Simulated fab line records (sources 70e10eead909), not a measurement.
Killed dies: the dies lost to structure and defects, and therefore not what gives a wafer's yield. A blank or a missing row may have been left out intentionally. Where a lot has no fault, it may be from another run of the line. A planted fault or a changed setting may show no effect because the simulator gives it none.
Chamber matching ; flow nand_harc ; NHARC_P_M1_STRIP_18 on rie_diel-08: 4 sister chambers
The step strips in N2/H2. 8 wafers are shown with their chamber, then 9 later ones without.

== WAFERS, EACH WITH ITS CHAMBER ==
wafer;chamber;drypump_motor_current_A (A);oes_product_au (a.u.)
L083.6;1;5.1;0.995
L085.3;0;5.2;0.983
L085.4;2;5.3;0.998
L084.2;1;5.2;1.004
L084.6;3;6.1;0.996
L087.1;3;6.1;0.994
L087.2;2;5.2;0.990
L087.3;0;5.2;0.993

== WAFERS WITHOUT THEIR CHAMBER ==
wafer;drypump_motor_current_A (A);oes_product_au (a.u.)
L094.1;5.2;0.989
L094.3;5.2;0.987
L094.5;5.2;0.984
L097.1;6.1;1.006
L097.2;5.2;0.999
L097.3;5.2;0.990
L096.1;6.1;0.992
L096.4;5.2;0.980
L096.5;5.2;0.983

== EACH ONE'S CHAMBER ==
wafer;from the rows above;in truth
L094.1;can't be placed: 0 or 2 or 1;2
L094.3;can't be placed: 0 or 2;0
L094.5;can't be placed: 0 or 2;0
L097.1;3;3
L097.2;can't be placed: 1 or 2 or 0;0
L097.3;can't be placed: 0 or 2 or 1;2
L096.1;3;3
L096.4;can't be placed: 0 or 2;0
L096.5;can't be placed: 0 or 2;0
Correctly placed: 2 of 9. These rows do not allow placing 7 (true chamber among the candidates in 7). 0 placed wrongly.
How it was worked out, from the rows above alone: a wafer's distance from a chamber is the root of the sum, over the readings, of the square of ((its reading less the chamber's mean) divided by the reading's scatter). If the next closest chamber is less than 2 further off than the closest, the wafer can't be placed; otherwise it belongs to the closest. The mean given for a chamber averages the wafers shown for that chamber. The scatter: the root of (the sum of the squares of (reading less its chamber's mean) over the shown wafers, divided by (wafers less chambers)).
